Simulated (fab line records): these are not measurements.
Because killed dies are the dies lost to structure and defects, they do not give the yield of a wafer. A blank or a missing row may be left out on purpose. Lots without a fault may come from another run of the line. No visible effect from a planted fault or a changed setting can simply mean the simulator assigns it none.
fab line records | flow nand-harc | part 2 of 2: steps 21 to 33 of 33
record lots=5 wafers=15 last-day=23
route steps=1159 shown A_STAIRCASE@649
lots untouched by any fault: they come from a run of this same line in which no faults occurred
start-h: hours from the record's opening day to when the first of the lot's shown wafers began | wait-h: time in hours since the lot's previous step | " repeats the value in the row above | L1.1+2: a row that stands for several wafers | - either no value or no given start | * or withheld: withheld | < > ~ a bound
route shown NAME@n: NAME is a module with steps in the file, n the number in the route of the first one | usual: mean/standard deviation taken from wafers without a fault | same: alike in all rows | chamber/n: place in a boat | sites: per-site readings | _std_site: their standard deviation | _edge_site: inner sites' mean taken away from outer sites' mean | radius-mm: how far each site lies from the wafer's centre | mask NAME#n: copy n | behind: the most recent tool/chamber to have shaped the wafer | hold: what put the lot on hold/how long, in hours/how the hold closed | device: transistor that didn't switch, given as n, p or np | end of line: the same wafers' tests at the end of the route | a step with no rows: only its recipe | killed: dies that structure and defects cost at the first sort, which is not the same as the wafer's yield | map: the dies of a wafer, with x for killed, . for not killed, _ for no die there
set.NAME: the run value of the setting; set.NAME@STEP: its run value at that earlier step | model.NAME: the simulator's own value behind a step, which no gauge read
lots at some steps of the route; a table a step, a row a wafer
services: from which hour (start-h, from the record's first day; less than 0 if before it) a tool's chamber was out of use, for how many hours, and why
## steps
# step NHARC_A_STAIRCASE_STRIP_295
# recipe o2-flow-sccm=500 ar-flow-sccm=0 bias-w=0 chemistry=O2
# usual drypump-motor-current-A=5.74/0.22 o2-flow-sccm=500.0/1.3 oes-product-au=0.997/0.0097 rf-vpp-V=57.8/0.9 showerhead-plenum-p-Torr=3.48/0.17 throttle-valve-pct=17.037/0.0091
# same bias-w=0
# columns lot.wafer tool chamber start-h wait-h drypump-motor-current-A o2-flow-sccm oes-product-au rf-hours-counter-h rf-vpp-V showerhead-plenum-p-Torr throttle-valve-pct
L076.1 rie-diel-05 0 - - 5.73 500.0 1.001 40 58.3 3.33 17.055
L076.4 " 3 " " 5.80 501.5 1.008 39 59.2 3.79 17.030
L076.5 " 1 " " 5.75 500.9 0.985 - 56.7 3.36 17.026
L075.3 rie-diel-05 3 - - 5.81 500.9 1.001 40 59.2 3.78 17.034
L075.1 " 0 " " 5.72 500.5 0.997 41 57.3 3.33 17.032
L075.6 " 0 " " 5.73 502.6 1.012 - 57.4 3.33 17.044
L078.2 rie-diel-06 3 - - 5.77 501.6 1.006 11 59.1 3.64 17.045
L078.6 " 1 " " 6.23 501.4 0.996 - 56.8 3.34 17.032
L078.5 " 2 " " 5.71 499.1 0.979 - 57.1 3.34 17.047
L087.3 rie-diel-06 1 - - 6.25 501.4 1.000 32 56.5 3.33 17.030
L087.1 " 2 " " 5.70 500.9 0.987 32 57.5 3.33 17.039
L087.6 " 1 " " 6.20 500.2 1.009 - 56.2 3.33 17.031
L094.4 rie-diel-06 2 - - 5.73 497.2 1.002 47 56.6 3.32 17.016
L094.2 " 0 " " 5.60 502.7 1.008 44 56.6 3.29 17.040
L094.5 " 1 " " 6.21 500.3 1.006 - 57.6 3.32 17.041
# step NHARC_A_STAIRCASE_STRIP_296
# recipe time-s=900 temp-c=130 chemistry=SPM
# usual bath-guard-temp-C=129.9/0.53
# columns lot.wafer tool chamber start-h wait-h bath-guard-temp-C
L076.1 wet-bench-07 1 262.85 - 129.8
L076.4 " 2 " " 129.3
L076.5 " 5 " " 130.5
L075.6 wet-bench-07 0 264.40 - 129.3
L075.3 " 2 " " 129.5
L075.1 " 3 " " 129.5
L078.5 wet-bench-05 7 280.59 - 129.1
L078.2 " 2 " " 130.4
L078.6 " 3 " " 130.6
L087.6 wet-bench-07 3 331.03 - 129.4
L087.3 " 7 " " 129.5
L087.1 " 0 " " 129.2
L094.5 wet-bench-01 1 371.05 - 129.8
L094.4 " 3 " " 129.8
L094.2 " 4 " " 129.7
# step NHARC_A_STAIRCASE_PRECLEAN_297
# recipe time-s=* temp-c=50 bath-age-min=0 chemistry=SC1
# usual bath-guard-temp-C=49.9/0.5
# columns lot.wafer tool chamber start-h wait-h bath-guard-temp-C
L076.1 wet-bench-07 1 - - 49.7
L076.4 " 2 " " 49.5
L076.5 " 5 " " 50.3
L075.6 wet-bench-07 0 - - 49.5
L075.3 " 2 " " 49.5
L075.1 " 3 " " 49.5
L078.5 wet-bench-05 7 - - 49.5
L078.2 " 2 " " 50.4
L078.6 " 3 " " 51.0
L087.6 wet-bench-07 3 - - 49.4
L087.3 " 7 " " 49.3
L087.1 " 0 " " 49.2
L094.5 wet-bench-01 1 - - 49.9
L094.4 " 3 " " 49.6
L094.2 " 4 " " 49.4
# step NHARC_A_STAIRCASE_SRD_298
# columns lot.wafer tool chamber start-h wait-h
L076.1+4+5 wet-bench-07 1,2,5 - -
L075.6+3+1 wet-bench-07 0,2,3 - -
L078.5+2+6 wet-bench-05 7,2,3 - -
L087.6+3+1 wet-bench-07 3,7,0 - -
L094.5+4+2 wet-bench-01 1,3,4 - -
# step NHARC_A_STAIRCASE_HM_DEP_462
# recipe target-thk-a=8000 temp-c=400 material=aC
# usual throttle-valve-pct=35.000/0.0089
# columns lot.wafer tool chamber start-h wait-h throttle-valve-pct
L076.1 acl-dep-03 0 263.40 0.1 34.987
L076.4 " 0 " " 34.998
L076.5 " 0 " " 35.000
L075.1 acl-dep-01 0 264.93 0.1 35.008
L075.3 " 0 " " 35.002
L075.6 " 0 " " 34.992
L078.2 acl-dep-02 0 281.42 0.4 35.000
L078.5 " 0 " " 35.012
L078.6 " 0 " " 35.011
L087.1 acl-dep-02 0 331.55 0.1 34.993
L087.3 " 0 " " 35.002
L087.6 " 0 " " 34.996
L094.2 acl-dep-03 0 372.90 1.4 34.994
L094.4 " 0 " " 34.994
L094.5 " 0 " " 34.987
# step NHARC_A_STAIRCASE_DEP_301
# recipe target-thk-a=300 target-thk-nm=30 temp-c=400 pressure-torr=3.5 flow-sccm=200 rf-w=350 material=SiON
# usual heater-power-w=764/110
# columns lot.wafer tool chamber start-h wait-h heater-power-w
L076.1 pecvd-02 0 265.32 1.6 957
L076.5 " 2 " " 869
L076.4 " 1 " " 706
L075.3 pecvd-03 2 266.82 1.0 812
L075.1 " 0 " " 695
L075.6 " 0 " " 693
L078.2 pecvd-03 2 283.14 1.4 814
L078.5 " 2 " " 815
L078.6 " 0 " " 729
L087.1 pecvd-02 0 333.60 1.7 940
L087.3 " 1 " " 593
L087.6 " 1 " " 604
L094.2 pecvd-03 1 374.50 1.3 792
L094.4 " 0 " " 797
L094.5 " 2 " " 765
# step NHARC_A_STAIRCASE_DEHYDRATE_302
# recipe temp-c=150 time-s=120
# usual exhaust-pa=44.8/1
# columns lot.wafer tool chamber start-h wait-h exhaust-pa
L076.1 litho-track-03 0 265.57 0.2 44.4
L076.4 " 0 " " 44.4
L076.5 " 0 " " 44.8
L075.1 litho-track-03 0 267.09 0.2 44.2
L075.3 " 0 " " 43.5
L075.6 " 0 " " 44.6
L078.2 litho-track-03 0 283.41 0.2 44.5
L078.5 " 0 " " 44.3
L078.6 " 0 " " 44.7
L087.1 litho-track-03 0 333.87 0.2 45.7
L087.3 " 0 " " 45.3
L087.6 " 0 " " 45.0
L094.2 litho-track-03 0 374.74 0.2 45.0
L094.4 " 0 " " 44.5
L094.5 " 0 " " 44.6
# step NHARC_A_STAIRCASE_HMDS_303
# recipe time-s=30
# usual exhaust-pa=45.0/0.85
# columns lot.wafer tool chamber start-h wait-h exhaust-pa
L076.1 litho-track-03 0 - - 44.6
L076.4 " 0 " " 43.9
L076.5 " 0 " " 44.6
L075.1 litho-track-03 0 - - 46.0
L075.3 " 0 " " 46.1
L075.6 " 0 " " 44.0
L078.2 litho-track-03 0 - - 43.7
L078.5 " 0 " " 43.7
L078.6 " 0 " " 45.3
L087.1 litho-track-03 0 - - 45.0
L087.3 " 0 " " 44.6
L087.6 " 0 " " 44.1
L094.2 litho-track-03 0 - - 45.9
L094.4 " 0 " " 44.7
L094.5 " 0 " " 46.4
# step NHARC_A_STAIRCASE_COAT_304
# recipe spin-rpm=1200
# usual exhaust-pa=45.1/0.97
# columns lot.wafer tool chamber start-h wait-h exhaust-pa
L076.1 litho-track-03 0 - - 44.9
L076.4 " 0 " " 44.3
L076.5 " 0 " " 44.3
L075.1 litho-track-03 0 - - 45.2
L075.3 " 0 " " 44.3
L075.6 " 0 " " 43.6
L078.2 litho-track-03 0 - - 44.8
L078.5 " 0 " " 44.7
L078.6 " 0 " " 45.1
L087.1 litho-track-03 0 - - 44.0
L087.3 " 0 " " 44.9
L087.6 " 0 " " 44.8
L094.2 litho-track-03 0 - - 45.8
L094.4 " 0 " " 44.6
L094.5 " 0 " " 46.2
# step NHARC_A_STAIRCASE_SOFTBAKE_305
# recipe temp-c=135 time-s=170
# usual exhaust-pa=44.8/0.84
# columns lot.wafer tool chamber start-h wait-h exhaust-pa
L076.1 litho-track-03 0 - - 43.4
L076.4 " 0 " " 44.3
L076.5 " 0 " " 44.6
L075.1 litho-track-03 0 - - 46.0
L075.3 " 0 " " 44.5
L075.6 " 0 " " 45.2
L078.2 litho-track-03 0 - - 44.1
L078.5 " 0 " " 45.4
L078.6 " 0 " " 46.0
L087.1 litho-track-03 0 - - 44.7
L087.3 " 0 " " 46.0
L087.6 " 0 " " 44.2
L094.2 litho-track-03 0 - - 44.7
L094.4 " 0 " " 45.1
L094.5 " 0 " " 44.6
# step NHARC_A_STAIRCASE_EBR_306
# usual exhaust-pa=44.9/0.87
# columns lot.wafer tool chamber start-h wait-h exhaust-pa
L076.1 litho-track-03 0 - - 43.8
L076.4 " 0 " " 44.6
L076.5 " 0 " " 45.1
L075.1 litho-track-03 0 - - 45.6
L075.3 " 0 " " 45.1
L075.6 " 0 " " 45.7
L078.2 litho-track-03 0 - - 45.9
L078.5 " 0 " " 46.4
L078.6 " 0 " " 45.4
L087.1 litho-track-03 0 - - 45.0
L087.3 " 0 " " 43.9
L087.6 " 0 " " 44.1
L094.2 litho-track-03 0 - - 45.6
L094.4 " 0 " " 45.3
L094.5 " 0 " " 43.7
# step NHARC_A_STAIRCASE_EXPOSE_307
# recipe na=0.5 dose-mj=45.72 mask-id=CHOP_50
# columns lot.wafer tool chamber start-h wait-h mask
L076.1+4+5 krf-scanner-01 0 265.78 - CHOP_50#0
L075.1+3+6 krf-scanner-01 0 267.30 - CHOP_50#0
L078.2+5+6 krf-scanner-04 0 283.62 - CHOP_50#0
L087.1+3+6 krf-scanner-02 0 334.20 - CHOP_50#0
L094.2+4+5 krf-scanner-01 0 375.08 - CHOP_50#0
# step NHARC_A_STAIRCASE_PEB_308
# recipe peb-temp-c=115 peb-time-s=130
# usual exhaust-pa=44.8/0.82
# columns lot.wafer tool chamber start-h wait-h exhaust-pa
L076.1 litho-track-03 0 265.84 0.1 44.3
L076.4 " 0 " " 43.2
L076.5 " 0 " " 44.9
L075.1 litho-track-03 0 267.36 0.1 43.9
L075.3 " 0 " " 44.2
L075.6 " 0 " " 44.7
L078.2 litho-track-02 0 283.68 0.1 46.5
L078.5 " 0 " " 45.1
L078.6 " 0 " " 46.6
L087.1 litho-track-02 0 334.27 0.1 45.3
L087.3 " 0 " " 44.8
L087.6 " 0 " " 45.7
L094.2 litho-track-02 0 375.14 0.1 44.9
L094.4 " 0 " " 44.1
L094.5 " 0 " " 44.6
## services
# columns tool chamber start-h hours kind
rie-diel-06 - 242.80 9.0 pm
rie-diel-06 0 242.80 9.0 vent-cycle
rie-diel-06 1 242.80 9.0 vent-cycle
rie-diel-06 2 242.80 9.0 vent-cycle
rie-diel-06 3 242.80 9.0 vent-cycle
krf-scanner-01 - 256.00 4.0 pm
krf-scanner-04 - 256.39 10.7 repair
wet-bench-07 - 272.09 8.0 pm
krf-scanner-02 - 279.65 3.7 repair
wet-bench-07 - 286.45 1.0 repair
pecvd-03 - 292.31 13.0 pm
acl-dep-01 - 294.03 13.0 pm
krf-scanner-04 - 298.00 4.0 pm
rie-diel-06 0 298.58 3.3 repair
krf-scanner-01 - 306.07 0.4 repair
krf-scanner-02 - 309.52 0.5 repair
litho-track-03 - 327.39 - consumable-replace:filter
pecvd-02 - 334.00 13.0 pm
litho-track-02 - 340.00 7.0 pm
rie-diel-05 - 340.60 9.0 pm
krf-scanner-01 - 341.23 0.7 repair
acl-dep-02 - 350.88 13.0 pm
litho-track-07 - 364.00 7.0 pm
wet-bench-05 - 372.84 8.0 pm
